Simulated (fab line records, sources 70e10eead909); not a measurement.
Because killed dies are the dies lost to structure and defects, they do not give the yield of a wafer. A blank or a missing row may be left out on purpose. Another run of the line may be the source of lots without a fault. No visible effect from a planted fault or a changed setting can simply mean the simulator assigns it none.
What tool caused it? + flow nand-harc + 12 lots, 36 wafers sampled, at 6 steps of a route of 1302

== WHAT THE GAUGES SHOWED, per wafer ==
NHARC_P_GATE_CD_MEAS_46 targets a cd of 720 nm. Usual: cd-nm 719.0 nm, standard deviation 2.7.
| lot  | measured     | on        | cd-nm (nm)        | flag |
|------|--------------|-----------|-------------------|------|
| L139 | day 7 00:16  | cd-sem-03 | 721.2 723.2 720.5 |      |
| L140 | day 7 07:25  | cd-sem-01 | 717.2 718.1 715.1 |      |
| L141 | day 7 21:35  | cd-sem-01 | 719.7 720.5 715.3 |      |
| L142 | day 7 23:38  | cd-sem-03 | 719.9 723.9 716.9 |      |
| L143 | day 8 14:41  | cd-sem-03 | 719.5 720.7 717.3 |      |
| L145 | day 9 11:49  | cd-sem-01 | 717.5 720.0 720.6 |      |
| L146 | day 10 02:35 | cd-sem-03 | 719.5 721.1 719.2 |      |
| L147 | day 10 13:40 | cd-sem-03 | 720.4 717.7 719.6 |      |
| L149 | day 11 13:22 | cd-sem-02 | 717.3 714.7 723.0 |      |
| L156 | day 14 00:28 | cd-sem-01 | 725.0 722.2 726.4 |      |
| L157 | day 14 06:46 | cd-sem-02 | 722.2 724.5 723.7 |      |
| L158 | day 14 22:32 | cd-sem-03 | 715.3 719.1 721.8 |      |

NHARC_P_GATE_CD_MEAS_59 targets a cd of 720 nm. Usual: cd-nm 720.3 nm, standard deviation 2.3.
| lot  | measured     | on        | cd-nm (nm)        | flag |
|------|--------------|-----------|-------------------|------|
| L139 | day 7 01:54  | cd-sem-01 | 721.2 716.8 720.2 |      |
| L140 | day 7 09:14  | cd-sem-01 | 719.8 718.8 722.4 |      |
| L141 | day 7 23:23  | cd-sem-01 | 723.1 718.1 723.9 |      |
| L142 | day 8 01:16  | cd-sem-01 | 721.4 719.8 720.8 |      |
| L143 | day 8 16:26  | cd-sem-01 | 722.0 723.2 721.5 |      |
| L145 | day 9 13:34  | cd-sem-03 | 721.2 721.1 722.5 |      |
| L146 | day 10 04:21 | cd-sem-03 | 763.6 758.5 761.2 | OFF  |
| L147 | day 10 15:25 | cd-sem-03 | 718.4 715.6 717.3 |      |
| L149 | day 11 15:08 | cd-sem-03 | 719.7 719.2 716.0 |      |
| L156 | day 14 02:14 | cd-sem-02 | 722.3 720.0 721.4 |      |
| L157 | day 14 08:24 | cd-sem-03 | 716.2 718.9 721.0 |      |
| L158 | day 15 00:11 | cd-sem-02 | 719.5 720.7 722.1 |      |

NHARC_END_SORT_01. Usual: killed-at-array 57, standard deviation 21; killed-at-other 0.9, standard deviation 1.2; killed-at-periphery 4.2, standard deviation 2.9; killed-dies 62, standard deviation 21; killed-open 3.2, standard deviation 1.8; killed-short 2.4, standard deviation 1.5.
| lot  | measured     | on        | killed-at-array | killed-at-other | killed-at-periphery | killed-dies | killed-open | killed-short | flag |
|------|--------------|-----------|-----------------|-----------------|---------------------|-------------|-------------|--------------|------|
| L143 | day 27 23:24 | prober-01 | 74 81 63        | 1 0 0           | 1 1 4               | 76 82 67    | 2 1 3       | 4 1 0        |      |
| L146 | day 29 05:39 | prober-01 | 69              | 0               | 1                   | 70          | 3           | 2            |      |

== EACH LOT AND THE TOOL THAT RAN IT (in order: tool; ch and the chambers of the sampled wafers; start) ==
| lot  | NHARC_P_GATE_STRIP_108             | NHARC_P_GATE_STRIP_75                | NHARC_P_GATE_EXPOSE_56            |
|------|------------------------------------|--------------------------------------|-----------------------------------|
| L139 | rie-diel-09 ch 0,1,2, day 6 11:07  | plasma-asher-01 ch 0, day 7 01:06    | krf-scanner-02 ch 0, day 7 01:44  |
| L140 | rie-diel-02 ch 1,2, day 6 18:03    | plasma-asher-01 ch 0,1, day 7 08:20  | krf-scanner-04 ch 0, day 7 09:05  |
| L141 | rie-diel-04 ch 1,2,3, day 7 10:29  | plasma-asher-01 ch 0,1, day 7 22:26  | krf-scanner-02 ch 0, day 7 23:14  |
| L142 | rie-diel-02 ch 0,1,2, day 7 12:31  | plasma-asher-02 ch 0,1, day 8 00:29  | krf-scanner-02 ch 0, day 8 01:07  |
| L143 | rie-diel-02 ch 2,3, day 8 03:28    | plasma-asher-02 ch 0,1, day 8 15:31  | krf-scanner-01 ch 0, day 8 16:17  |
| L145 | rie-diel-09 ch 1,2, day 9 00:35    | plasma-asher-02 ch 0,1, day 9 12:40  | krf-scanner-04 ch 0, day 9 13:25  |
| L146 | rie-diel-02 ch 0,1,2, day 9 15:25  | plasma-asher-02 ch 0,1, day 10 03:25 | krf-scanner-02 ch 0, day 10 04:11 |
| L147 | rie-diel-02 ch 0,1,3, day 9 20:14  | plasma-asher-02 ch 0,1, day 10 14:31 | krf-scanner-01 ch 0, day 10 15:16 |
| L149 | rie-diel-02 ch 0,1,2, day 11 00:04 | plasma-asher-01 ch 0,1, day 11 14:13 | krf-scanner-02 ch 0, day 11 14:59 |
| L156 | rie-diel-02 ch 0,2,3, day 13 13:14 | plasma-asher-01 ch 0,1, day 14 01:18 | krf-scanner-02 ch 0, day 14 02:04 |
| L157 | rie-diel-09 ch 0,2,3, day 13 19:37 | plasma-asher-02 ch 0,1, day 14 07:37 | krf-scanner-02 ch 0, day 14 08:14 |
| L158 | rie-diel-04 ch 0,2,3, day 14 11:23 | plasma-asher-01 ch 1, day 14 23:24   | krf-scanner-02 ch 0, day 15 00:02 |
- NHARC_P_GATE_STRIP_108: strips in O2.
- NHARC_P_GATE_STRIP_75: strips in O2.
- NHARC_P_GATE_EXPOSE_56: exposes mask P PSD, target cd 720 nm.

== WHAT THE TOOLS THEMSELVES READ (means of the sampled wafers that have a number; where no wafer has one, the mark that the record gives instead) ==
NHARC_P_GATE_STRIP_108. Usual: chamber-pressure-mTorr 59.99 mTorr, standard deviation 0.07; drypump-motor-current-A 5.9 A, standard deviation 0.58; oes-product-au 0.996 a.u., standard deviation 0.015; rf-vpp-V 57.7 V, standard deviation 0.83; showerhead-plenum-p-Torr 3.50 Torr, standard deviation 0.14; throttle-valve-pct 17.038 %, standard deviation 0.009.
| lot  | tool        | chamber-pressure-mTorr (mTorr) | drypump-motor-current-A (A) | oes-product-au (a.u.) | rf-vpp-V (V) | showerhead-plenum-p-Torr (Torr) | throttle-valve-pct (%) | flag |
|------|-------------|--------------------------------|-----------------------------|-----------------------|--------------|---------------------------------|------------------------|------|
| L139 | rie-diel-09 | 60.04                          | 5.5                         | 0.984                 | 57.0         | 3.38                            | 17.043                 |      |
| L140 | rie-diel-02 | 59.98                          | 6.6                         | 0.986                 | 57.2         | 3.43                            | 17.041                 |      |
| L141 | rie-diel-04 | 59.95                          | 5.6                         | 1.007                 | 58.5         | 3.53                            | 17.039                 |      |
| L142 | rie-diel-02 | 60.01                          | 6.2                         | 0.996                 | 57.8         | 3.50                            | 17.042                 |      |
| L143 | rie-diel-02 | 60.02                          | 6.4                         | 0.992                 | 57.8         | 3.57                            | 17.037                 |      |
| L145 | rie-diel-09 | 59.99                          | 5.5                         | 1.001                 | 57.4         | 3.35                            | 17.041                 |      |
| L146 | rie-diel-02 | 59.87                          | 6.2                         | 1.001                 | 56.6         | 3.50                            | 17.041                 |      |
| L147 | rie-diel-02 | 59.93                          | 6.0                         | 1.002                 | 57.7         | 3.56                            | 17.038                 |      |
| L149 | rie-diel-02 | 59.92                          | 6.2                         | 0.993                 | 57.8         | 3.50                            | 17.032                 |      |
| L156 | rie-diel-02 | 60.03                          | 6.0                         | 0.998                 | 59.1         | 3.63                            | 17.035                 |      |
| L157 | rie-diel-09 | 59.98                          | 5.8                         | 0.995                 | 57.2         | 3.47                            | 17.042                 |      |
| L158 | rie-diel-04 | 59.98                          | 5.7                         | 0.985                 | 57.6         | 3.58                            | 17.034                 |      |

NHARC_P_GATE_STRIP_75. Usual: drypump-motor-current-A 5.6 A, standard deviation 0.4; heater-power-w 331 W, standard deviation 31.
| lot  | tool            | drypump-motor-current-A (A) | heater-power-w (W) | flag |
|------|-----------------|-----------------------------|--------------------|------|
| L139 | plasma-asher-01 | 5.0                         | 367                |      |
| L140 | plasma-asher-01 | 5.2                         | 360                |      |
| L141 | plasma-asher-01 | 5.4                         | 364                |      |
| L142 | plasma-asher-02 | 5.8                         | 313                |      |
| L143 | plasma-asher-02 | 5.8                         | 312                |      |
| L145 | plasma-asher-02 | 5.8                         | 311                |      |
| L146 | plasma-asher-02 | 5.8                         | 320                |      |
| L147 | plasma-asher-02 | 5.8                         | 319                |      |
| L149 | plasma-asher-01 | 5.2                         | 363                |      |
| L156 | plasma-asher-01 | 5.4                         | 357                |      |
| L157 | plasma-asher-02 | 5.8                         | 310                |      |
| L158 | plasma-asher-01 | 5.6                         | 354                |      |

== THE ANSWER, worked out from the rows above alone ==
Rule: a lot is off if the mean of its wafers that have a number lies more than 3 standard deviations from the usual mean. Also off: a lot with no number at a reading for which 4 or more lots have one. Where the step has rows for the other lots, those lots are counted as sound. The gauges are gone through in route order, then the tools' own readings, and for those a lot's mean is taken as printed above. The first step at which some lot is off is used, and at that step the reading that is off furthest; a lot without a number counts as furthest.
Off: L146, at NHARC_P_GATE_CD_MEAS_59 (cd-nm).
If a tool, at a process step before that reading, ran all the lots that are off and no sound lot after the first of them, it fits. The gauges at NHARC_P_GATE_CD_MEAS_59 are tried like those tools. Not one of the candidates tried fits.

== WHAT THE SIMULATOR HAD PUT IN ==
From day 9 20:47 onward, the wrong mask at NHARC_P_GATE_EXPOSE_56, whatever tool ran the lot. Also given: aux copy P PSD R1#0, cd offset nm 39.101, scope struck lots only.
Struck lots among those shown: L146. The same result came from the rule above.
